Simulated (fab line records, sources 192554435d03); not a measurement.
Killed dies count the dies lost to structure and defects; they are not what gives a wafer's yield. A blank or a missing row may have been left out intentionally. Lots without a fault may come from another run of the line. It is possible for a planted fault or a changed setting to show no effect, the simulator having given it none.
fab line records -- flow n5Finfet
record: lots: 7, wafers: 21
route steps=1938 shown BEOL_M11@1546 BEOL_M12@1605 BEOL_M13@1685
startH: hours from the record's first day to the start of the lot's first wafer shown -- waitH: time in hours since the lot's previous step -- " as in the row above -- L1.1+2: one row covering several wafers at once -- - no value, or no start given -- * or withheld: withheld -- < > ~ a bound
route shown NAME@n: a module of which the file shows steps, and the number in the route of the first -- usual: mean/standard deviation taken from wafers without a fault -- same: alike in all rows -- chamber/n: place in a boat -- sites: the reading at each site -- _std_site: the values' standard deviation -- _edge_site: mean of outer sites minus mean of inner sites -- radiusMm: how far each site lies from the wafer's centre -- mask NAME#n: copy n -- behind: the last tool/chamber to shape the wafer -- hold: why the lot was held/for how many hours/how that ended -- device: the transistor (n, p or np) that didn't switch -- end of line: the same wafers' tests at the end of the route -- step lacking rows: just its recipe -- killed: dies lost to structure and defects at the first sort, not the wafer's yield -- map: per-die view of a wafer (x killed, . not killed, _ where there is no die)
set.NAME: the setting the step ran with; set.NAME@STEP: the setting that earlier step ran with -- model.NAME: the simulator's own value behind a step, which no gauge read
lots with deliberately changed settings; one table per step, one row per wafer
== steps ==
step: N5_BEOL_M11_EXPOSE_08
recipe: maskId: M11, na: 1.35, sourceShape: dipole, sigmaInner: 0.411, sigmaOuter: 0.611, polarization: te, doseMj: 53.75
lot.wafer,tool,chamber,startH,waitH,mask,set.doseMj
L077.4+5+6,arfiScanner-02,0,302.84,-,M11#0,53.75
L082.3,arfiScanner-02,0,338.85,-,M11#0,53.75
L082.4+5,arfiScanner-02,0,338.85,-,M11#0,56.18
L084.2+4,arfiScanner-03,0,361.55,-,M11#0,51.57
L084.5,arfiScanner-03,0,361.55,-,M11#0,53.75
L089.2+4,arfiScanner-03,0,369.77,-,M11#0,49.86
L089.6,arfiScanner-03,0,369.77,-,M11#0,53.75
L093.1+2+4,arfiScanner-01,0,407.51,-,M11#0,53.75
L096.2,arfiScanner-02,0,408.00,-,M11#0,53.75
L096.5+6,arfiScanner-02,0,408.00,-,M11#0,55.99
L097.1+2+5,arfiScanner-01,0,411.82,-,M11#0,53.75
step: N5_BEOL_M11_PEB_09
recipe: pebTempC: withheld, pebTimeS: 60, resist: CAR-ArF
step: N5_BEOL_M11_DEVELOP_10
recipe: developTimeS: 30, developer: TMAH, resist: CAR-ArF, rinseLiquid: diw, dry: airSpin, devTempC: 23
lot.wafer,tool,chamber,startH,waitH,set.spinRpm@BEOL_M11_COAT_05,model.CAR-ArF_of_BEOL_M11_COAT_05.thkNm
L077.4,lithoTrack-04,0,-,-,1500,88.8
L077.5,lithoTrack-04,0,-,-,1500,88.6
L077.6,lithoTrack-04,0,-,-,1500,88.4
L082.3,lithoTrack-03,0,-,-,1500,88.6
L082.4,lithoTrack-03,0,-,-,1500,88.4
L082.5,lithoTrack-03,0,-,-,1583,86
L084.2+4,lithoTrack-04,0,-,-,1500,88.6
L084.5,lithoTrack-04,0,-,-,1500,88.4
L089.2,lithoTrack-03,0,-,-,1500,88.2
L089.4,lithoTrack-03,0,-,-,1386,92
L089.6,lithoTrack-03,0,-,-,1500,88.4
L093.1+2+4,lithoTrack-04,0,-,-,1500,88.8
L096.2+6,lithoTrack-03,0,-,-,1500,88.2
L096.5,lithoTrack-03,0,-,-,1500,88
L097.1,lithoTrack-05,0,-,-,1500,88.4
L097.2,lithoTrack-05,0,-,-,1500,88.2
L097.5,lithoTrack-05,0,-,-,1500,88
step: N5_BEOL_M11_CD_MEAS_11
recipe: targetCdNm: 64.1, landingEnergyEv: 500, detector: seInlens, polarity: opening
usual: cdNm: 64.0/0.58
lot.wafer,tool,chamber,startH,waitH,set.doseMj@BEOL_M11_EXPOSE_08,cdNm
L077.4,cdSem-02,0,302.95,-,53.75,63.4
L077.5,cdSem-02,0,302.95,-,53.75,64.6
L077.6,cdSem-02,0,302.95,-,53.75,63.2
L082.3,cdSem-01,0,338.97,-,53.75,64.1
L082.4,cdSem-01,0,338.97,-,56.18,66.4
L082.5,cdSem-01,0,338.97,-,56.18,66.3
L084.2,cdSem-02,0,361.67,-,51.57,61.4
L084.4,cdSem-02,0,361.67,-,51.57,61.5
L084.5,cdSem-02,0,361.67,-,53.75,63.2
L089.2,cdSem-03,0,369.89,-,49.86,60.3
L089.4,cdSem-03,0,369.89,-,49.86,60.8
L089.6,cdSem-03,0,369.89,-,53.75,64.4
L093.1,cdSem-02,0,407.64,-,53.75,64.6
L093.2,cdSem-02,0,407.64,-,53.75,64.1
L093.4,cdSem-02,0,407.64,-,53.75,64.3
L096.2,cdSem-02,0,408.12,-,53.75,63.8
L096.5,cdSem-02,0,408.12,-,55.99,66.4
L096.6,cdSem-02,0,408.12,-,55.99,66.0
L097.1,cdSem-01,0,411.94,-,53.75,64.0
L097.2,cdSem-01,0,411.94,-,53.75,64.4
L097.5,cdSem-01,0,411.94,-,53.75,64.0
step: N5_BEOL_M11_DESCUM_16
recipe: chemistry: O2, timeS: 7.9, sourcePowerW: 50, biasPowerW: 20, pressureMtorr: 20, rfFrequencyHz: 2.712e+07, tempC: 40, resist: CAR-ArF, o2FlowSccm: 225
lot.wafer,tool,chamber,startH,waitH,set.spinRpm@BEOL_M11_COAT_05,model.CAR-ArF_of_BEOL_M11_COAT_05.thkNm
L077.4,rieDiel-06,2,303.33,0.3,1500,84
L077.5+6,rieDiel-06,"3,0",303.33,0.3,1500,83.8
L082.3+4,rieDiel-06,"1,0",340.32,1.3,1500,83.6
L082.5,rieDiel-06,1,340.32,1.3,1583,81
L084.2+4,rieDiel-02,"3,0",361.83,0.1,1500,83.8
L084.5,rieDiel-02,0,361.83,0.1,1500,83.6
L089.2,rieDiel-06,1,369.98,0.0,1500,83.4
L089.4,rieDiel-06,0,369.98,0.0,1386,87.2
L089.6,rieDiel-06,0,369.98,0.0,1500,83.6
L093.1,rieDiel-02,3,408.05,0.3,1500,83.8
L093.2+4,rieDiel-02,"1,2",408.05,0.3,1500,84
L096.2,rieDiel-06,0,408.82,0.6,1500,83.4
L096.5+6,rieDiel-06,"0,1",408.82,0.6,1500,83.2
L097.1,rieDiel-02,3,412.42,0.4,1500,83.6
L097.2,rieDiel-02,1,412.42,0.4,1500,83.4
L097.5,rieDiel-02,3,412.42,0.4,1500,83.2
step: N5_BEOL_M11_ETCH_61
recipe: chemistry: CF4, target: SiARC, targetDepthA: 390, maskMaterial: CAR-ArF, timeS: 65, ionEnergyEv: 80, pressureMtorr: 40, sourceW: 545, biasW: 36, Ar_flow_sccm: 100, cf4FlowSccm: 100, ends: cleared
lot.wafer,tool,chamber,startH,waitH,set.spinRpm@BEOL_M11_COAT_05,set.doseMj@BEOL_M11_EXPOSE_08,model.BEOL_M11.cdOffsetNm,model.CAR-ArF_of_BEOL_M11_COAT_05.thkNm
L077.4,rieDiel-06,2,303.37,0.0,1500,53.75,-0.8,56
L077.5,rieDiel-06,3,303.37,0.0,1500,53.75,0.2,55.8
L077.6,rieDiel-06,0,303.37,0.0,1500,53.75,-0.4,55.6
L082.3,rieDiel-06,1,340.36,0.0,1500,53.75,0,55.8
L082.4,rieDiel-06,0,340.36,0.0,1500,56.18,2.2,55.6
L082.5,rieDiel-06,1,340.36,0.0,1583,56.18,2.4,53
L084.2,rieDiel-02,3,361.87,0.0,1500,51.57,-2.4,55.8
L084.4,rieDiel-02,0,361.87,0.0,1500,51.57,-2.6,55.8
L084.5,rieDiel-02,0,361.87,0.0,1500,53.75,-1,55.8
L089.2,rieDiel-06,1,370.02,0.0,1500,49.86,-3.8,55.4
L089.4,rieDiel-06,0,370.02,0.0,1386,49.86,-3.6,59.2
L089.6,rieDiel-06,0,370.02,0.0,1500,53.75,0.6,55.6
L093.1,rieDiel-02,3,408.08,0.0,1500,53.75,0.6,55.8
L093.2+4,rieDiel-02,"1,2",408.08,0.0,1500,53.75,0.4,55.8
L096.2,rieDiel-06,0,408.86,0.0,1500,53.75,-0.4,55.4
L096.5,rieDiel-06,0,408.86,0.0,1500,55.99,2,55.2
L096.6,rieDiel-06,1,408.86,0.0,1500,55.99,1.6,55
L097.1,rieDiel-02,3,412.45,0.0,1500,53.75,0.2,55.6
L097.2,rieDiel-02,1,412.45,0.0,1500,53.75,0,55.2
L097.5,rieDiel-02,3,412.45,0.0,1500,53.75,0.4,55.2
step: N5_BEOL_M11_ETCH_62
recipe: chemistry: N2/H2, target: SOC, targetDepthA: 1100, overetchA: 220, maskMaterial: SiARC, tempC: 40, timeS: 165, ionEnergyEv: 200, pressureMtorr: 30, sourceW: 840, biasW: 150, n2FlowSccm: 200, h2FlowSccm: 200
lot.wafer,tool,chamber,startH,waitH,set.doseMj@BEOL_M11_EXPOSE_08,model.BEOL_M11.cdOffsetNm
L077.4,rieDiel-06,2,303.42,0.0,53.75,-1
L077.5,rieDiel-06,3,303.42,0.0,53.75,0.2
L077.6,rieDiel-06,0,303.42,0.0,53.75,-0.4
L082.3,rieDiel-06,1,340.41,0.0,53.75,-0.2
L082.4+5,rieDiel-06,"0,1",340.41,0.0,56.18,2.2
L084.2,rieDiel-02,3,361.92,0.0,51.57,-2.6
L084.4,rieDiel-02,0,361.92,0.0,51.57,-2.8
L084.5,rieDiel-02,0,361.92,0.0,53.75,-1.2
L089.2,rieDiel-06,1,370.07,0.0,49.86,-3.6
L089.4,rieDiel-06,0,370.07,0.0,49.86,-3.4
L089.6,rieDiel-06,0,370.07,0.0,53.75,0.6
L093.1,rieDiel-02,3,408.13,0.0,53.75,0.8
L093.2,rieDiel-02,1,408.13,0.0,53.75,0.4
L093.4,rieDiel-02,2,408.13,0.0,53.75,0
L096.2,rieDiel-06,1,408.91,0.0,53.75,-0.2
L096.5+6,rieDiel-06,"0,2",408.91,0.0,55.99,1.8
L097.1+5,rieDiel-02,3,412.50,0.0,53.75,0.2
L097.2,rieDiel-02,1,412.50,0.0,53.75,-0.2
step: N5_BEOL_M11_STRIP_68
recipe: chemistry: N2/H2, tempC: 40, n2FlowSccm: 200, h2FlowSccm: 200, rfFrequencyHz: 6e+07
step: N5_BEOL_M11_STRIP_67
recipe: chemistry: CF4, resist: SiARC, powerW: 300, biasPowerW: 75, pressureMtorr: 50, cf4FlowSccm: 150, rfFrequencyHz: 6e+07
step: N5_BEOL_M11_HM_OPEN_17
recipe: chemistry: Cl2/BCl3, targetDepthA: 200, overetchA: 60, target: TiN, maskMaterial: SOC, ionEnergyEv: 150, pressureMtorr: 10, icpW: 1000, biasW: 126, Cl2_flow_sccm: 53.25, bcl3FlowSccm: 21.75, Ar_flow_sccm: 25
lot.wafer,tool,chamber,startH,waitH,set.doseMj@BEOL_M11_EXPOSE_08,model.BEOL_M11.cdOffsetNm
L077.4,rieMetal-02,0,303.64,0.1,53.75,-1
L077.5,rieMetal-02,1,303.64,0.1,53.75,0.2
L077.6,rieMetal-02,0,303.64,0.1,53.75,-0.2
L082.3,rieMetal-03,1,341.39,0.8,53.75,-0.2
L082.4,rieMetal-03,0,341.39,0.8,56.18,2.4
L082.5,rieMetal-03,0,341.39,0.8,56.18,2.2
L084.2,rieMetal-01,1,362.10,0.0,51.57,-2.4
L084.4,rieMetal-01,0,362.10,0.0,51.57,-2.8
L084.5,rieMetal-01,1,362.10,0.0,53.75,-1
L089.2,rieMetal-03,1,370.25,0.0,49.86,-3.8
L089.4,rieMetal-03,1,370.25,0.0,49.86,-3.6
L089.6,rieMetal-03,0,370.25,0.0,53.75,0.8
L093.1,rieMetal-01,0,408.32,0.0,53.75,0.8
L093.2,rieMetal-01,1,408.32,0.0,53.75,0.6
L093.4,rieMetal-01,1,408.32,0.0,53.75,0.2
L096.2,rieMetal-01,0,409.10,0.0,53.75,-0.2
L096.5,rieMetal-01,0,409.10,0.0,55.99,1.8
L096.6,rieMetal-01,1,409.10,0.0,55.99,2
L097.1,rieMetal-02,1,412.70,0.0,53.75,0.2
L097.2,rieMetal-02,0,412.70,0.0,53.75,-0.2
L097.5,rieMetal-02,1,412.70,0.0,53.75,0.4
step: N5_BEOL_M11_STRIP_19
recipe: chemistry: O2, powerW: 400, tempC: 40, pressureMtorr: 30, rfFrequencyHz: 6e+07, biasPowerW: 0, overashFraction: 0.2, o2FlowSccm: 225
step: N5_BEOL_M11_CD_MEAS_18
recipe: pitchNm: 140, targetCdNm: 70
usual: cdNm: 69.9/0.67
lot.wafer,tool,chamber,startH,waitH,set.doseMj@BEOL_M11_EXPOSE_08,cdNm
L077.4,cdSem-03,-,303.79,0.1,53.75,69.1
L077.5,cdSem-03,-,303.79,0.1,53.75,70.1
L077.6,cdSem-03,-,303.79,0.1,53.75,69.9
L082.3,cdSem-02,-,341.63,0.1,53.75,69.7
L082.4,cdSem-02,-,341.63,0.1,56.18,72.6
L082.5,cdSem-02,-,341.63,0.1,56.18,72.5
L084.2,cdSem-03,-,362.28,0.1,51.57,67.4
L084.4,cdSem-03,-,362.28,0.1,51.57,67.3
L084.5,cdSem-03,-,362.28,0.1,53.75,68.7
L089.2,cdSem-01,-,370.47,0.1,49.86,66.3
L089.4,cdSem-01,-,370.47,0.1,49.86,66.4
L089.6,cdSem-01,-,370.47,0.1,53.75,70.5
L093.1,cdSem-01,-,408.56,0.0,53.75,71.2
L093.2,cdSem-01,-,408.56,0.0,53.75,70.7
L093.4,cdSem-01,-,408.56,0.0,53.75,70.4
L096.2,cdSem-03,-,409.31,0.1,53.75,69.8
L096.5,cdSem-03,-,409.31,0.1,55.99,71.7
L096.6,cdSem-03,-,409.31,0.1,55.99,72.0
L097.1,cdSem-01,-,412.88,0.0,53.75,70.2
L097.2,cdSem-01,-,412.88,0.0,53.75,70.0
L097.5,cdSem-01,-,412.88,0.0,53.75,70.5
step: N5_BEOL_M11_COAT_63
recipe: resist: SOC, tempC: 250, timeS: 60, spinRpm: 1500, resistThkNm: 100
step: N5_BEOL_M11_COAT_64
recipe: resist: SiARC, tempC: 220, timeS: 60, spinRpm: 1500, resistThkNm: 30
step: N5_BEOL_M11_PRECLEAN_42
recipe: chemistry: residueRemover, timeS: 60, tempC: 40
step: N5_BEOL_M11_SRD_43
recipe: timeS: 30, tempC: 23, rinseLiquid: diw, dry: ipaMarangoni
step: N5_BEOL_M11_CD_MEAS_35
recipe: targetCdNm: 70, polarity: opening
usual: cdNm: 70.0/0.69
lot.wafer,tool,chamber,startH,waitH,set.doseMj@BEOL_M11_EXPOSE_08,cdNm
L077.4,cdSem-01,-,306.16,0.0,53.75,69.1
L077.5,cdSem-01,-,306.16,0.0,53.75,69.8
L077.6,cdSem-01,-,306.16,0.0,53.75,69.7
L082.3,cdSem-03,-,343.21,0.0,53.75,69.8
L082.4,cdSem-03,-,343.21,0.0,56.18,72.6
L082.5,cdSem-03,-,343.21,0.0,56.18,72.3
L084.2,cdSem-01,-,365.33,0.0,51.57,68.0
L084.4,cdSem-01,-,365.33,0.0,51.57,67.3
L084.5,cdSem-01,-,365.33,0.0,53.75,68.9
L089.2,cdSem-03,-,374.58,0.0,49.86,66.1
L089.4,cdSem-03,-,374.58,0.0,49.86,66.4
L089.6,cdSem-03,-,374.58,0.0,53.75,70.8
L093.1,cdSem-02,-,410.88,0.0,53.75,71.2
L093.2,cdSem-02,-,410.88,0.0,53.75,70.3
L093.4,cdSem-02,-,410.88,0.0,53.75,70.6
L096.2,cdSem-03,-,411.05,0.0,53.75,69.6
L096.5,cdSem-03,-,411.05,0.0,55.99,71.8
L096.6,cdSem-03,-,411.05,0.0,55.99,72.1
L097.1,cdSem-03,-,414.11,0.0,53.75,70.2
L097.2,cdSem-03,-,414.11,0.0,53.75,70.0
L097.5,cdSem-03,-,414.11,0.0,53.75,70.3
step: N5_BEOL_M12_COAT_04
recipe: spinRpm: 1625, resistThkNm: 400
lot.wafer,tool,chamber,startH,waitH,set.spinRpm,model.coat_of_BEOL_M12_COAT_04.thkNm
L077.4,lithoTrack-05,0,-,-,1500,417.8
L077.5,lithoTrack-05,0,-,-,1625,402.8
L077.6,lithoTrack-05,0,-,-,1625,402
L082.3,lithoTrack-05,0,-,-,1461,423
L082.4,lithoTrack-05,0,-,-,1461,422.8
L082.5,lithoTrack-05,0,-,-,1461,422.6
L084.2,lithoTrack-05,0,-,-,1496,418.4
L084.4,lithoTrack-05,0,-,-,1496,417.4
L084.5,lithoTrack-05,0,-,-,1625,401
L089.2,lithoTrack-02,0,-,-,1625,401.8
L089.4,lithoTrack-02,0,-,-,1625,400.8
L089.6,lithoTrack-02,0,-,-,1625,401.4
L093.1,lithoTrack-02,0,-,-,1537,410.2
L093.2,lithoTrack-02,0,-,-,1625,399.8
L093.4,lithoTrack-02,0,-,-,1537,410.4
L096.2,lithoTrack-02,0,-,-,1625,399.2
L096.5,lithoTrack-02,0,-,-,1625,400.6
L096.6,lithoTrack-02,0,-,-,1561,407.2
L097.1,lithoTrack-02,0,-,-,1625,399.4
L097.2,lithoTrack-02,0,-,-,1625,400
L097.5,lithoTrack-02,0,-,-,1625,399.6
step: N5_BEOL_M12_DESCUM_15
recipe: chemistry: O2, timeS: 7.9, sourcePowerW: 50, biasPowerW: 20, pressureMtorr: 20, rfFrequencyHz: 2.712e+07, tempC: 40, o2FlowSccm: 225
lot.wafer,tool,chamber,startH,waitH,set.timeS,set.spinRpm@BEOL_M12_COAT_04,model.coat_of_BEOL_M12_COAT_04.thkNm
L077.4,rieDiel-01,1,312.04,0.0,7.9,1500,399.6
L077.5,rieDiel-01,1,312.04,0.0,7.9,1625,384.6
L077.6,rieDiel-01,0,312.04,0.0,7.9,1625,384
L082.3,rieDiel-05,3,347.78,0.1,7.9,1461,405
L082.4,rieDiel-05,1,347.78,0.1,7.9,1461,404.6
L082.5,rieDiel-05,1,347.78,0.1,7.9,1461,404.4
L084.2,rieDiel-03,1,369.29,0.3,7.9,1496,400.2
L084.4,rieDiel-03,0,369.29,0.3,6.599,1496,400
L084.5,rieDiel-03,2,369.29,0.3,7.9,1625,382.8
L089.2,rieDiel-01,0,377.95,0.0,7.9,1625,383.8
L089.4,rieDiel-01,2,377.95,0.0,6.963,1625,383.2
L089.6,rieDiel-01,1,377.95,0.0,7.9,1625,383.2
L093.1,rieDiel-05,1,413.62,0.0,7.9,1537,392.2
L093.2,rieDiel-05,3,413.62,0.0,7.9,1625,381.6
L093.4,rieDiel-05,2,413.62,0.0,6.578,1537,392.8
L096.2,rieDiel-05,3,413.89,0.1,7.9,1625,381
L096.5,rieDiel-05,3,413.89,0.1,7.9,1625,382.4
L096.6,rieDiel-05,0,413.89,0.1,7.9,1561,389.2
L097.1,rieDiel-03,3,419.56,0.0,7.9,1625,381.2
L097.2,rieDiel-03,0,419.56,0.0,7.9,1625,381.8
L097.5,rieDiel-03,2,419.56,0.0,7.9,1625,381.4
step: N5_BEOL_M12_ETCH_59
recipe: chemistry: N2/H2, target: BARC, targetDepthA: 890, overetchA: 267, timeS: 67.9, ionEnergyEv: 200, pressureMtorr: 30, sourceW: 840, biasW: 150, n2FlowSccm: 200, h2FlowSccm: 200
lot.wafer,tool,chamber,startH,waitH,set.spinRpm@BEOL_M12_COAT_04,model.coat_of_BEOL_M12_COAT_04.thkNm
L077.4,rieDiel-01,1,312.07,0.0,1500,332.4
L077.5,rieDiel-01,1,312.07,0.0,1625,318
L077.6,rieDiel-01,0,312.07,0.0,1625,322.2
L082.3+5,rieDiel-05,"3,1",347.81,0.0,1461,340.8
L082.4,rieDiel-05,1,347.81,0.0,1461,341.2
L084.2,rieDiel-03,1,369.33,0.0,1496,336.6
L084.4,rieDiel-03,0,369.33,0.0,1496,336
L084.5,rieDiel-03,2,369.33,0.0,1625,316.8
L089.2,rieDiel-01,0,377.98,0.0,1625,322.4
L089.4,rieDiel-01,2,377.98,0.0,1625,317.4
L089.6,rieDiel-01,1,377.98,0.0,1625,316.6
L093.1,rieDiel-05,1,413.66,0.0,1537,327.2
L093.2,rieDiel-05,3,413.66,0.0,1625,317
L093.4,rieDiel-05,2,413.66,0.0,1537,324.2
L096.2,rieDiel-05,3,413.92,0.0,1625,316.8
L096.5,rieDiel-05,3,413.92,0.0,1625,318
L096.6,rieDiel-05,0,413.92,0.0,1561,324.4
L097.1,rieDiel-03,3,419.59,0.0,1625,317.2
L097.2,rieDiel-03,0,419.59,0.0,1625,317.6
L097.5,rieDiel-03,2,419.59,0.0,1625,314.6
step: N5_BEOL_M13_EXPOSE_25
recipe: maskId: M13, na: 0.93, sourceShape: conventional, sigmaOuter: 0.4, polarization: unpolarized, targetCdNm: 210, doseMj: 22
lot.wafer,tool,chamber,startH,waitH,mask,set.doseMj
L077.4+5,krfScanner-01,0,318.23,-,M13#0,22
L077.6,krfScanner-01,0,318.23,-,M13#0,20.41
L082.3,krfScanner-02,0,357.03,-,M13#0,22
L082.4+5,krfScanner-02,0,357.03,-,M13#0,22.47
L084.2+4,krfScanner-02,0,377.84,-,M13#0,22
L084.5,krfScanner-02,0,377.84,-,M13#0,20.8
L089.2,krfScanner-01,0,383.66,-,M13#0,22
L089.4+6,krfScanner-01,0,383.66,-,M13#0,23.02
L093.1,krfScanner-01,0,421.22,-,M13#0,22.55
L093.2+4,krfScanner-01,0,421.22,-,M13#0,22
L096.2,krfScanner-02,0,424.70,-,M13#0,21.57
L096.5+6,krfScanner-02,0,424.70,-,M13#0,22
L097.1+2+5,krfScanner-01,0,427.36,-,M13#0,22
step: N5_BEOL_M13_PEB_26
recipe: pebTempC: 130, pebTimeS: 90
step: N5_BEOL_M13_DEVELOP_27
recipe: developTimeS: 45, rinseLiquid: diw, dry: airSpin, devTempC: 21
step: N5_BEOL_M13_HARDBAKE_32
recipe: tempC: 130, timeS: 120
step: N5_BEOL_M13_CD_MEAS_28
recipe: targetCdNm: 209.5, landingEnergyEv: 500, detector: seInlens
usual: cdNm: 209.3/1.2
lot.wafer,tool,chamber,startH,waitH,set.doseMj@BEOL_M13_EXPOSE_25,cdNm
L077.4,cdSem-01,0,318.39,-,22,209.7
L077.5,cdSem-01,0,318.39,-,22,208.5
L077.6,cdSem-01,0,318.39,-,20.41,202.0
L082.3,cdSem-02,0,357.19,-,22,210.6
L082.4,cdSem-02,0,357.19,-,22.47,210.4
L082.5,cdSem-02,0,357.19,-,22.47,211.1
L084.2,cdSem-01,0,378.00,-,22,210.9
L084.4,cdSem-01,0,378.00,-,22,209.3
L084.5,cdSem-01,0,378.00,-,20.8,204.8
L089.2,cdSem-03,0,383.83,-,22,211.5
L089.4,cdSem-03,0,383.83,-,23.02,214.0
L089.6,cdSem-03,0,383.83,-,23.02,214.1
L093.1,cdSem-03,0,421.39,-,22.55,210.7
L093.2,cdSem-03,0,421.39,-,22,209.1
L093.4,cdSem-03,0,421.39,-,22,208.2
L096.2,cdSem-03,0,424.86,-,21.57,209.2
L096.5,cdSem-03,0,424.86,-,22,208.6
L096.6,cdSem-03,0,424.86,-,22,210.8
L097.1,cdSem-03,0,427.53,-,22,209.1
L097.2,cdSem-03,0,427.53,-,22,208.9
L097.5,cdSem-03,0,427.53,-,22,209.2
step: N5_BEOL_M13_DESCUM_33
recipe: chemistry: O2, timeS: 7.9, sourcePowerW: 50, biasPowerW: 20, pressureMtorr: 20, rfFrequencyHz: 2.712e+07, tempC: 40, o2FlowSccm: 225
lot.wafer,tool,chamber,startH,waitH,set.doseMj@BEOL_M13_EXPOSE_25,model.BEOL_M13.cdNm
L077.4,rieDiel-06,0,318.47,0.0,22,209.4
L077.5,rieDiel-06,3,318.47,0.0,22,209.2
L077.6,rieDiel-06,2,318.47,0.0,20.41,201.8
L082.3,rieDiel-04,2,357.28,0.0,22,211
L082.4,rieDiel-04,1,357.28,0.0,22.47,210.8
L082.5,rieDiel-04,0,357.28,0.0,22.47,211.2
L084.2,rieDiel-02,1,378.23,0.2,22,210.8
L084.4,rieDiel-02,0,378.23,0.2,22,209
L084.5,rieDiel-02,1,378.23,0.2,20.8,205
L089.2,rieDiel-06,0,384.08,0.2,22,211.6
L089.4,rieDiel-06,2,384.08,0.2,23.02,214.4
L089.6,rieDiel-06,0,384.08,0.2,23.02,213.8
L093.1,rieDiel-04,3,421.48,0.0,22.55,210.4
L093.2,rieDiel-04,1,421.48,0.0,22,209
L093.4,rieDiel-04,2,421.48,0.0,22,208.4
L096.2,rieDiel-04,1,424.95,0.0,21.57,208.8
L096.5,rieDiel-04,1,424.95,0.0,22,208.4
L096.6,rieDiel-04,0,424.95,0.0,22,210.8
L097.1,rieDiel-04,2,428.23,0.6,22,209.4
L097.2,rieDiel-04,1,428.23,0.6,22,208.2
L097.5,rieDiel-04,1,428.23,0.6,22,209
== key ==
split: step: N5_BEOL_M11_EXPOSE_08, setting: doseMj, stated: 53.75, by: wafer
response: step: N5_BEOL_M11_CD_MEAS_11, reading: cdNm, change: +0.516, per: 1%, r: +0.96
response: step: N5_BEOL_M11_ETCH_61, reading: model.BEOL_M11.cdOffsetNm, change: +0.532, per: 1%, r: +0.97
response: step: N5_BEOL_M11_ETCH_62, reading: model.BEOL_M11.cdOffsetNm, change: +0.515, per: 1%, r: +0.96
response: step: N5_BEOL_M11_HM_OPEN_17, reading: model.BEOL_M11.cdOffsetNm, change: +0.554, per: 1%, r: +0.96
response: step: N5_BEOL_M11_CD_MEAS_18, reading: cdNm, change: +0.538, per: 1%, r: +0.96
response: step: N5_BEOL_M11_CD_MEAS_35, reading: cdNm, change: +0.556, per: 1%, r: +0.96
split: step: N5_BEOL_M12_COAT_04, setting: spinRpm, stated: 1625, by: wafer
response: step: N5_BEOL_M12_COAT_04, reading: model.coat_of_BEOL_M12_COAT_04.thkNm, change: -2.03, per: 1%, r: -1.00
response: step: N5_BEOL_M12_DESCUM_15, reading: model.coat_of_BEOL_M12_COAT_04.thkNm, change: -2.06, per: 1%, r: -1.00
response: step: N5_BEOL_M12_ETCH_59, reading: model.coat_of_BEOL_M12_COAT_04.thkNm, change: -1.94, per: 1%, r: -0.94
split: step: N5_BEOL_M12_DESCUM_15, setting: timeS, stated: 7.9, by: wafer
response none clear
split: step: N5_BEOL_M13_EXPOSE_25, setting: doseMj, stated: 22, by: wafer
response: step: N5_BEOL_M13_CD_MEAS_28, reading: cdNm, change: +0.836, per: 1%, r: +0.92
response: step: N5_BEOL_M13_DESCUM_33, reading: model.BEOL_M13.cdNm, change: +0.833, per: 1%, r: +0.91
split outsideThisFile step=N5_BEOL_M11_COAT_05 setting=spinRpm
split outsideThisFile: this setting was split too, and the file shows its column; the key of that split is in another file
